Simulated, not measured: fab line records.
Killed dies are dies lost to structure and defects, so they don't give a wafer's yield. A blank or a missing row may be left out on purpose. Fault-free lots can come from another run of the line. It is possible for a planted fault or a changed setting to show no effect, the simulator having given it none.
Lot-split experiment | flow n5_finfet | 21 wafers read across 7 lots, on a route 1938 steps long

== ABOUT THE SPLIT ==
At N5_ZERO_LAYER_PECVD_02 (deposits SiO2 from SiH4/N2O, target thk 10 nm, time 6 s), the setting time_s was moved away from the recipe's 6 s on 7 of the 21 wafers read, by -11.7% to +3.9%. This setting was run at the recipe's value on the other wafers.

The reading comes from the split's own step.

== THE READING ==
SiO2_of_ZERO_LAYER_PECVD_02.thk_nm (the simulator's own value, which no gauge read), in nm, at N5_ZERO_LAYER_PECVD_02 (deposits SiO2 from SiH4/N2O, target thk 10 nm, time 6 s). The file gives no usual value for it. Average 9.931 nm, standard deviation 0.13 nm, over the 14 wafers here run with the recipe.

wafer  | tool, chamber at the split | time_s as run, s | against the recipe | SiO2_of_ZERO_LAYER_PECVD_02.thk_nm, nm | against lot-mates on the recipe
L075.3 | pecvd-03, 2                | 6                | recipe             | 9.873                                  | -
L075.4 | pecvd-03, 2                | 6                | recipe             | 9.784                                  | -
L075.6 | pecvd-03, 0                | 6                | recipe             | 9.969                                  | -
L076.2 | pecvd-03, 1                | 6                | recipe             | 9.787                                  | -
L076.3 | pecvd-03, 2                | 6.236            | +3.9%              | 10.13                                  | +0.343
L076.5 | pecvd-03, 2                | 6.236            | +3.9%              | 10.18                                  | +0.393
L078.3 | pecvd-03, 1                | 5.297            | -11.7%             | 8.731                                  | -1.489
L078.4 | pecvd-03, 2                | 6                | recipe             | 10.22                                  | -
L078.6 | pecvd-03, 0                | 5.297            | -11.7%             | 8.91                                   | -1.310
L081.1 | pecvd-03, 1                | 6                | recipe             | 10.02                                  | -
L081.2 | pecvd-03, 2                | 5.723            | -4.6%              | 9.297                                  | -0.696
L081.5 | pecvd-03, 2                | 6                | recipe             | 9.966                                  | -
L086.1 | pecvd-04, 0                | 6                | recipe             | 9.673                                  | -
L086.2 | pecvd-04, 1                | 6                | recipe             | 9.973                                  | -
L086.4 | pecvd-04, 1                | 6                | recipe             | 9.973                                  | -
L087.1 | pecvd-02, 1                | 6                | recipe             | 10.09                                  | -
L087.3 | pecvd-02, 2                | 5.508            | -8.2%              | 9.098                                  | -0.992
L087.4 | pecvd-02, 0                | 5.508            | -8.2%              | 9.33                                   | -0.760
L096.3 | pecvd-02, 0                | 6                | recipe             | 9.898                                  | -
L096.4 | pecvd-02, 0                | 6                | recipe             | 9.997                                  | -
L096.5 | pecvd-02, 1                | 6                | recipe             | 9.813                                  | -

FIT RESULTS
A straight line over all 21 wafers: SiO2_of_ZERO_LAYER_PECVD_02.thk_nm changes by +0.09 nm for each +1% of time_s; r = +0.95; the points scatter about the line by 0.14 nm.
The same after taking each lot's own level away (the mean of its wafers on the recipe; 21 wafers): +0.114 nm for each +1%; r = +0.98; scatter 0.1 nm.
Per that fit: largest time_s move, reading shift of 1.3 nm.
Measured against the standard deviation above, the lots' own levels, which go from 9.7870 to 10.2200 nm, span 3.2 times it.
Hence the slope depends on the lot-to-lot level, as the two fits are not the same.
Check: with one of the wafers moved furthest among these (-11.7%) left out of the fit, the line predicts -1.3 nm for it against its lot-mates. It came out at -1.49 nm against them.

== FILE'S OWN FIT ==
SiO2_of_ZERO_LAYER_PECVD_02.thk_nm changes by +0.117 nm for each +1% of time_s, r = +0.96.
